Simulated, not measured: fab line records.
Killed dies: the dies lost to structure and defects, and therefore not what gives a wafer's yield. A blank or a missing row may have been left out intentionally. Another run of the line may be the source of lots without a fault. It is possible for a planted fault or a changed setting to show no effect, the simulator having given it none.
Chamber matching    flow nand-harc    NHARC_A_STAIRCASE_DESCUM_11 on rie-diel-05: 4 sister chambers
The step chemistry O2, time 3 s. 4 wafers are shown with their chamber, then 7 later ones without.

== WAFERS, EACH WITH ITS CHAMBER ==
wafer   chamber  showerhead-plenum-p-Torr (Torr)
L393.1  2        1.91
L396.4  3        1.97
L399.1  0        1.89
L399.2  1        1.79

== WAFERS MISSING THEIR CHAMBER ==
wafer   showerhead-plenum-p-Torr (Torr)
L399.6  1.79
L411.1  1.96
L411.2  1.88
L411.3  1.77
L410.1  1.88
L410.2  1.96
L410.6  1.96

== WHICH CHAMBER EACH WENT THROUGH ==
wafer   from the rows above      in truth
L399.6  1                        1
L411.1  3                        3
L411.2  can't be placed: 0 or 2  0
L411.3  1                        1
L410.1  can't be placed: 0 or 2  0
L410.2  3                        3
L410.6  3                        3
Placed correctly: 5 of 7. Not placeable from these rows: 2 (in 2, the candidates include the true chamber). Placed wrongly: 0.
How it was worked out, from the rows above alone: a wafer's distance from a chamber is the root of the sum, over the readings, of the square of ((its reading less the chamber's mean) divided by the reading's scatter). If the next closest chamber is less than 2 further off than the closest, the wafer can't be placed; otherwise it belongs to the closest. The mean given for a chamber averages the wafers shown for that chamber. The scatter: root of mean squared gap, hidden wafer to nearest shown wafer, with one shown wafer a chamber.
